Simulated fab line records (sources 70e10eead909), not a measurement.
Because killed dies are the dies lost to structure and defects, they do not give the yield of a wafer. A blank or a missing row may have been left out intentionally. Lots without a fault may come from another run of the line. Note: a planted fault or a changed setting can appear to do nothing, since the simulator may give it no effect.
Chamber matching :: flow nand_harc :: rie_diel-07 running NHARC_P_BONDPAD_ACTIVATE_29: 4 sister chambers
The step chemistry N2, time 60 s. 48 wafers are shown with their chamber, then 12 later ones without.

== EACH WAFER AND ITS CHAMBER ==
wafer: L074.2
chamber: 0
drypump_motor_current_A (A): 5.8
oes_product_au (a.u.): 1.007
rf_vpp_V (V): 63.2

wafer: L074.5
chamber: 2
drypump_motor_current_A (A): 6.2
oes_product_au (a.u.): 1.002
rf_vpp_V (V): 62.5

wafer: L074.6
chamber: 1
drypump_motor_current_A (A): 5.8
oes_product_au (a.u.): 1.005
rf_vpp_V (V): 63.6

wafer: L077.1
chamber: 0
drypump_motor_current_A (A): 5.8
oes_product_au (a.u.): 0.998
rf_vpp_V (V): 63.9

wafer: L077.2
chamber: 3
drypump_motor_current_A (A): 6.2
oes_product_au (a.u.): 1.004
rf_vpp_V (V): 64.5

wafer: L077.3
chamber: 2
drypump_motor_current_A (A): 6.2
oes_product_au (a.u.): 1.008
rf_vpp_V (V): 63.6

wafer: L076.1
chamber: 1
drypump_motor_current_A (A): 5.8
oes_product_au (a.u.): 1.004
rf_vpp_V (V): 64.3

wafer: L076.2
chamber: 3
drypump_motor_current_A (A): 6.3
oes_product_au (a.u.): 0.999
rf_vpp_V (V): 63.7

wafer: L076.4
chamber: 2
drypump_motor_current_A (A): 6.2
oes_product_au (a.u.): 1.012
rf_vpp_V (V): 63.6

wafer: L078.2
chamber: 3
drypump_motor_current_A (A): 6.3
oes_product_au (a.u.): 1.000
rf_vpp_V (V): 62.8

wafer: L078.4
chamber: 0
drypump_motor_current_A (A): 5.8
oes_product_au (a.u.): 0.987
rf_vpp_V (V): 64.2

wafer: L078.6
chamber: 2
drypump_motor_current_A (A): 6.1
oes_product_au (a.u.): 1.000
rf_vpp_V (V): 64.2

wafer: L079.1
chamber: 0
drypump_motor_current_A (A): 5.8
oes_product_au (a.u.): 0.997
rf_vpp_V (V): 63.9

wafer: L079.2
chamber: 3
drypump_motor_current_A (A): 6.3
oes_product_au (a.u.): 1.001
rf_vpp_V (V): 63.2

wafer: L079.4
chamber: 3
drypump_motor_current_A (A): 6.3
oes_product_au (a.u.): 1.005
rf_vpp_V (V): 64.8

wafer: L081.3
chamber: 3
drypump_motor_current_A (A): 6.3
oes_product_au (a.u.): 1.017
rf_vpp_V (V): 64.2

wafer: L081.4
chamber: 1
drypump_motor_current_A (A): 5.8
oes_product_au (a.u.): 1.013
rf_vpp_V (V): 64.2

wafer: L081.6
chamber: 3
drypump_motor_current_A (A): 6.3
oes_product_au (a.u.): 1.001
rf_vpp_V (V): 65.0

wafer: L082.1
chamber: 1
drypump_motor_current_A (A): 5.8
oes_product_au (a.u.): 1.009
rf_vpp_V (V): 63.2

wafer: L082.2
chamber: 3
drypump_motor_current_A (A): 6.2
oes_product_au (a.u.): 1.007
rf_vpp_V (V): 64.2

wafer: L082.3
chamber: 2
drypump_motor_current_A (A): 6.1
oes_product_au (a.u.): 0.997
rf_vpp_V (V): 63.9

wafer: L082.4
chamber: 0
drypump_motor_current_A (A): 5.8
oes_product_au (a.u.): 0.997
rf_vpp_V (V): 64.2

wafer: L082.5
chamber: 2
drypump_motor_current_A (A): 6.1
oes_product_au (a.u.): 1.005
rf_vpp_V (V): 62.8

wafer: L082.6
chamber: 1
drypump_motor_current_A (A): 5.8
oes_product_au (a.u.): 1.004
rf_vpp_V (V): 63.1

wafer: L088.2
chamber: 2
drypump_motor_current_A (A): 6.2
oes_product_au (a.u.): 1.005
rf_vpp_V (V): 63.3

wafer: L088.3
chamber: 0
drypump_motor_current_A (A): 5.8
oes_product_au (a.u.): 1.003
rf_vpp_V (V): 63.6

wafer: L088.4
chamber: 3
drypump_motor_current_A (A): 6.3
oes_product_au (a.u.): 1.018
rf_vpp_V (V): 62.7

wafer: L088.1
chamber: 1
drypump_motor_current_A (A): 5.8
oes_product_au (a.u.): 1.015
rf_vpp_V (V): 63.0

wafer: L088.5
chamber: 0
drypump_motor_current_A (A): 5.8
oes_product_au (a.u.): 1.011
rf_vpp_V (V): 64.1

wafer: L088.6
chamber: 3
drypump_motor_current_A (A): 6.3
oes_product_au (a.u.): 1.013
rf_vpp_V (V): 63.1

wafer: L085.4
chamber: 1
drypump_motor_current_A (A): 5.8
oes_product_au (a.u.): 1.007
rf_vpp_V (V): 62.3

wafer: L085.5
chamber: 1
drypump_motor_current_A (A): 5.7
oes_product_au (a.u.): 1.015
rf_vpp_V (V): 64.1

wafer: L085.6
chamber: 2
drypump_motor_current_A (A): 6.1
oes_product_au (a.u.): 1.001
rf_vpp_V (V): 62.2

wafer: L085.1
chamber: 0
drypump_motor_current_A (A): 5.8
oes_product_au (a.u.): 1.003
rf_vpp_V (V): 63.8

wafer: L085.2
chamber: 3
drypump_motor_current_A (A): 6.3
oes_product_au (a.u.): 1.006
rf_vpp_V (V): 65.1

wafer: L085.3
chamber: 2
drypump_motor_current_A (A): 6.1
oes_product_au (a.u.): 1.008
rf_vpp_V (V): 64.9

wafer: L087.3
chamber: 0
drypump_motor_current_A (A): 5.8
oes_product_au (a.u.): 1.002
rf_vpp_V (V): 64.0

wafer: L087.4
chamber: 3
drypump_motor_current_A (A): 6.2
oes_product_au (a.u.): 1.010
rf_vpp_V (V): 64.6

wafer: L087.5
chamber: 2
drypump_motor_current_A (A): 6.1
oes_product_au (a.u.): 1.001
rf_vpp_V (V): 64.3

wafer: L089.2
chamber: 1
drypump_motor_current_A (A): 5.8
oes_product_au (a.u.): 1.016
rf_vpp_V (V): 63.6

wafer: L089.3
chamber: 2
drypump_motor_current_A (A): 6.1
oes_product_au (a.u.): 1.004
rf_vpp_V (V): 63.4

wafer: L089.5
chamber: 3
drypump_motor_current_A (A): 6.2
oes_product_au (a.u.): 1.012
rf_vpp_V (V): 63.2

wafer: L093.1
chamber: 3
drypump_motor_current_A (A): 6.3
oes_product_au (a.u.): 0.990
rf_vpp_V (V): 64.9

wafer: L093.3
chamber: 2
drypump_motor_current_A (A): 6.1
oes_product_au (a.u.): 1.000
rf_vpp_V (V): 65.9

wafer: L093.5
chamber: 2
drypump_motor_current_A (A): 6.2
oes_product_au (a.u.): 0.994
rf_vpp_V (V): 64.6

wafer: L094.3
chamber: 3
drypump_motor_current_A (A): 6.3
oes_product_au (a.u.): 0.993
rf_vpp_V (V): 64.8

wafer: L094.4
chamber: 3
drypump_motor_current_A (A): 6.3
oes_product_au (a.u.): 0.993
rf_vpp_V (V): 63.7

wafer: L094.5
chamber: 1
drypump_motor_current_A (A): 5.8
oes_product_au (a.u.): 1.012
rf_vpp_V (V): 62.8

SIGNATURES, as means of the wafers listed above
reading: drypump_motor_current_A
chamber 0: 5.800
chamber 1: 5.790
chamber 2: 6.138
chamber 3: 6.275
scatter within a chamber: 0.0398

reading: oes_product_au
chamber 0: 1.00056
chamber 1: 1.01000
chamber 2: 1.00285
chamber 3: 1.00431
scatter within a chamber: 0.00661

reading: rf_vpp_V
chamber 0: 63.878
chamber 1: 63.420
chamber 2: 63.785
chamber 3: 64.031
scatter within a chamber: 0.79
Rule: a wafer's distance from a chamber is the root of the sum, over the readings, of the square of ((its reading less the chamber's mean) divided by the reading's scatter). If the next closest chamber is less than 2 further off than the closest, the wafer can't be placed; otherwise it belongs to the closest. The scatter: the root of (the sum of the squares of (reading less its chamber's mean) over the shown wafers, divided by (wafers less chambers)).

== WAFERS WITHOUT THEIR CHAMBER ==
wafer: L095.3
drypump_motor_current_A (A): 5.8
oes_product_au (a.u.): 1.011
rf_vpp_V (V): 64.0

wafer: L095.4
drypump_motor_current_A (A): 6.3
oes_product_au (a.u.): 0.993
rf_vpp_V (V): 62.5

wafer: L095.6
drypump_motor_current_A (A): 5.8
oes_product_au (a.u.): 1.009
rf_vpp_V (V): 63.3

wafer: L095.1
drypump_motor_current_A (A): 5.8
oes_product_au (a.u.): 1.015
rf_vpp_V (V): 63.2

wafer: L095.2
drypump_motor_current_A (A): 6.3
oes_product_au (a.u.): 0.996
rf_vpp_V (V): 63.1

wafer: L095.5
drypump_motor_current_A (A): 5.8
oes_product_au (a.u.): 1.019
rf_vpp_V (V): 64.7

wafer: L096.1
drypump_motor_current_A (A): 5.8
oes_product_au (a.u.): 1.015
rf_vpp_V (V): 62.4

wafer: L096.2
drypump_motor_current_A (A): 6.3
oes_product_au (a.u.): 0.981
rf_vpp_V (V): 63.2

wafer: L096.3
drypump_motor_current_A (A): 5.8
oes_product_au (a.u.): 1.013
rf_vpp_V (V): 64.0

wafer: L097.2
drypump_motor_current_A (A): 5.8
oes_product_au (a.u.): 1.014
rf_vpp_V (V): 63.3

wafer: L097.3
drypump_motor_current_A (A): 5.8
oes_product_au (a.u.): 1.005
rf_vpp_V (V): 64.0

wafer: L097.6
drypump_motor_current_A (A): 5.8
oes_product_au (a.u.): 1.020
rf_vpp_V (V): 65.2

== WHICH CHAMBER EACH ONE RAN IN ==
wafer: L095.3
from the rows above: can't be placed: 1 or 0
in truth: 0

wafer: L095.4
from the rows above: can't be placed: 3 or 2
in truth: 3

wafer: L095.6
from the rows above: can't be placed: 1 or 0
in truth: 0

wafer: L095.1
from the rows above: can't be placed: 1 or 0
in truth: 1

wafer: L095.2
from the rows above: 3
in truth: 3

wafer: L095.5
from the rows above: can't be placed: 1 or 0
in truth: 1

wafer: L096.1
from the rows above: can't be placed: 1 or 0
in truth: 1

wafer: L096.2
from the rows above: can't be placed: 3 or 2
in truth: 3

wafer: L096.3
from the rows above: can't be placed: 1 or 0
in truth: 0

wafer: L097.2
from the rows above: can't be placed: 1 or 0
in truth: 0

wafer: L097.3
from the rows above: can't be placed: 0 or 1
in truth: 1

wafer: L097.6
from the rows above: can't be placed: 1 or 0
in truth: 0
Correct placement for 1 of the 12. Can't be placed from these rows: 11 (the true chamber is among the candidates in 11). Placed wrongly: 0.
